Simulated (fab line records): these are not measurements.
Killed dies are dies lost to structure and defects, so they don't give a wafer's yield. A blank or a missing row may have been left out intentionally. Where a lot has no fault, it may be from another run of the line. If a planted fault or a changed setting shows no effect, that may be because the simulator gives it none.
Matching of chambers ; flow nand-harc ; pecvd-02 running NHARC_A_STAIRCASE_DEP_156: 3 sister chambers
The step deposits SiNx, target thk 50 nm. 14 wafers are shown with their chamber, then 7 later ones without.

== WAFERS WITH THEIR CHAMBER ==
wafer;chamber;heater-power-w (W)
L074.1;1;693
L074.2;0;670
L074.4;1;685
L078.3;0;709
L078.5;0;730
L078.6;2;700
L080.4;0;794
L080.5;1;679
L080.6;2;683
L083.3;1;644
L083.4;0;744
L083.5;2;756
L085.3;2;762
L085.5;2;736

SIGNATURES, as means of the wafers listed above
reading;chamber 0;chamber 1;chamber 2;scatter within a chamber
heater-power-w;729.40;675.25;727.40;36.4
Rule: a wafer lies at a distance from a chamber equal to the root of the sum of squares, over the readings, of (its reading less the chamber's mean, divided by the reading's scatter). If the next closest chamber is less than 2 further off than the closest, the wafer can't be placed; otherwise it belongs to the closest. The scatter: the root of (the sum of the squares of (reading less its chamber's mean) over the shown wafers, divided by (wafers less chambers)).

== WAFERS WHOSE CHAMBER IS MISSING ==
wafer;heater-power-w (W)
L085.6;721
L088.2;674
L088.5;666
L088.6;726
L097.3;652
L097.4;657
L097.5;782

== THE CHAMBER EACH PASSED THROUGH ==
wafer;from the rows above;in truth
L085.6;can't be placed: 2 or 0 or 1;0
L088.2;can't be placed: 1 or 2 or 0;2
L088.5;can't be placed: 1 or 2 or 0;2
L088.6;can't be placed: 2 or 0 or 1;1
L097.3;can't be placed: 1 or 2 or 0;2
L097.4;can't be placed: 1 or 2 or 0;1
L097.5;can't be placed: 0 or 2 or 1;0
Correctly placed: 0 of 7. Can't be placed from these rows: 7 (the true chamber is among the candidates in 7). Number placed wrongly: 0.
